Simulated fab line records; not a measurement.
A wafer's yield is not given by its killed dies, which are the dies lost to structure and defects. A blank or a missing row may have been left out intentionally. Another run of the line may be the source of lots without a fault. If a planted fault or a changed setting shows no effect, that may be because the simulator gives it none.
Matching of chambers + flow n5-finfet + 4 sister chambers for N5_BEOL_M10_ETCH_62 on rie-diel-04
The step etches SOC in N2/H2, target depth 110 nm, overetch 22 nm, time 165 s. 18 wafers are shown with their chamber, then 9 later ones without.

== WAFERS PAIRED WITH THEIR CHAMBERS ==
| wafer  | chamber | showerhead-plenum-p-Torr (Torr) | drypump-motor-current-A (A) | rf-vpp-V (V) |
|--------|---------|---------------------------------|-----------------------------|--------------|
| L076.4 | 2       | 2.49                            | 5.2                         | 521.6        |
| L076.5 | 3       | 2.59                            | 5.1                         | 525.0        |
| L076.6 | 0       | 2.71                            | 6.1                         | 528.9        |
| L078.4 | 0       | 2.71                            | 6.1                         | 527.5        |
| L078.5 | 1       | 2.47                            | 5.6                         | 522.0        |
| L078.6 | 3       | 2.59                            | 5.1                         | 525.5        |
| L079.1 | 3       | 2.59                            | 5.1                         | 525.8        |
| L079.3 | 1       | 2.47                            | 5.6                         | 522.8        |
| L079.4 | 0       | 2.71                            | 6.1                         | 527.4        |
| L081.1 | 3       | 2.59                            | 5.1                         | 525.3        |
| L081.2 | 1       | 2.46                            | 5.5                         | 520.9        |
| L081.4 | 2       | 2.49                            | 5.1                         | 522.4        |
| L084.4 | 2       | 2.48                            | 5.2                         | 522.7        |
| L084.5 | 1       | 2.46                            | 5.6                         | 520.7        |
| L084.6 | 0       | 2.70                            | 6.1                         | 527.4        |
| L085.1 | 2       | 2.48                            | 5.2                         | 521.3        |
| L085.2 | 0       | 2.70                            | 6.1                         | 527.8        |
| L085.6 | 3       | 2.58                            | 5.1                         | 525.0        |

SIGNATURES, as means of the wafers listed above
| reading                  | chamber 0 | chamber 1 | chamber 2 | chamber 3 | scatter within a chamber |
|--------------------------|-----------|-----------|-----------|-----------|--------------------------|
| showerhead-plenum-p-Torr | 2.7060    | 2.4650    | 2.4850    | 2.5880    | 0.00535                  |
| drypump-motor-current-A  | 6.100     | 5.575     | 5.175     | 5.100     | 0.0327                   |
| rf-vpp-V                 | 527.800   | 521.600   | 522.000   | 525.320   | 0.67                     |
Rule: a wafer lies at a distance from a chamber equal to the root of the sum of squares, over the readings, of (its reading less the chamber's mean, divided by the reading's scatter). If the next closest chamber is less than 2 further off than the closest, the wafer can't be placed; otherwise it belongs to the closest. The scatter: take each reading less its chamber's mean, square it, sum over the shown wafers, divide by the number of wafers less the number of chambers, and take the root.

== WAFERS WITH NO CHAMBER GIVEN ==
| wafer  | showerhead-plenum-p-Torr (Torr) | drypump-motor-current-A (A) | rf-vpp-V (V) |
|--------|---------------------------------|-----------------------------|--------------|
| L086.3 | 2.48                            | 5.2                         | 522.3        |
| L086.5 | 2.48                            | 5.2                         | 521.5        |
| L086.6 | 2.46                            | 5.6                         | 522.6        |
| L088.2 | 2.58                            | 5.1                         | 524.9        |
| L088.5 | 2.58                            | 5.1                         | 526.1        |
| L088.6 | 2.48                            | 5.1                         | 522.7        |
| L094.1 | 2.45                            | 5.6                         | 521.7        |
| L094.5 | 2.69                            | 6.1                         | 527.2        |
| L094.6 | 2.57                            | 5.1                         | 525.3        |

== WHICH CHAMBER EACH ONE RAN IN ==
| wafer  | from the rows above | in truth |
|--------|---------------------|----------|
| L086.3 | 2                   | 2        |
| L086.5 | 2                   | 2        |
| L086.6 | 1                   | 1        |
| L088.2 | 3                   | 3        |
| L088.5 | 3                   | 3        |
| L088.6 | 2                   | 2        |
| L094.1 | 1                   | 1        |
| L094.5 | 0                   | 0        |
| L094.6 | 3                   | 3        |
Correctly placed: 9 of 9. Number that these rows cannot place: 0. Placed wrongly: 0.
